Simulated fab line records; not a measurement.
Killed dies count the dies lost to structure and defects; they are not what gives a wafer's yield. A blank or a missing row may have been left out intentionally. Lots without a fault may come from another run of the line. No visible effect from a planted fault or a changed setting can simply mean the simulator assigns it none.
Problem report in the 8D (eight disciplines) form, filled by code	flow n5-finfet	the parts of the form that need people (team, actions taken, sign-off) are left out

1. WHAT IS WRONG
Mean V6_OVL at N5_BEOL_M7_OVL_MEAS_29: 8.9 nm over 6 wafers in 2 lots; fault-free wafers: -0.1 nm, standard deviation 0.75. Relative to the usual mean, that is a shift of +12 standard deviations.
First seen on wafer L498.2, day 15 22:54, on overlay-02. Wafers with a number at this step in the record: 33, from 11 lots. By rule, "out" or "out of limits" means more than 4 standard deviations away from the usual mean. The rest of the wafers with a number are treated as sound.

2. WHAT IT IS, AND WHAT IT ISN'T
question	is	is not
which readings at this step	V6_OVL	-
which lots	L498, L499	L483, L484, L485, L486, L487, L500, L501, L502, L503
which wafers of those lots	all that have a number	-
read on which gauges	overlay-01, overlay-02	-
when	from day 15 22:54	up to then (15 sound wafers); but 12 sound wafers of L500, L501, L502, L503 came after

3. THE SUSPECTS, EACH WITH WHAT RULES IT OUT
Counting: a tool at a process step up to the reading stays a suspect if it ran every lot that is out and no sound lot after the first of them.
- ruled out: the gauge at N5_BEOL_M7_OVL_MEAS_29. Those wafers that are out were read across 2 gauges (overlay-01, overlay-02).
- euv-scanner-02 at N5_BEOL_M7_EXPOSE_25 (exposes mask V6, target cd 40 nm): kept. All lots that are out passed through it, beginning with L498 at day 15 22:44, and no sound lot followed; its final sound lot before that point was L486 at day 12 22:55.
The count leaves euv-scanner-02 at N5_BEOL_M7_EXPOSE_25.

4. THE CAUSE (what the simulator had put in)
Scanner matching overlay: euv-scanner-02, from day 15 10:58 on, at N5_BEOL_M7_EXPOSE_25. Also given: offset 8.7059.
This tool alone remained once counting was done.

5. THE CHAIN OF EFFECTS, in route order
One row per reading whose mean, taken over the struck wafers that have a number, lies over 3 standard deviations from the usual. Readings are gone through only where the record gives a usual standard deviation; hours: the median, over the lots, of the time from a lot's start at the first step in this table giving one to that lot's start at this step; sigmas: the change measured in usual standard deviations.
hours	step	reading	usual	on struck wafers	change	sigmas
0	N5_BEOL_M7_OVL_MEAS_29	V6_OVL	-0.1 nm	8.9	+9.0	+12

6. WHAT WOULD HAVE CAUGHT IT SOONER
In this record the first reading out of limits at a measuring or inspecting step was taken at day 15 22:54, 12 hours after the fault began at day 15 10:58.
Among the 2 lots that are out, L499 began N5_BEOL_M7_EXPOSE_25 on euv-scanner-02 after day 15 22:54. A tool hold placed at that time would have kept it from harm.
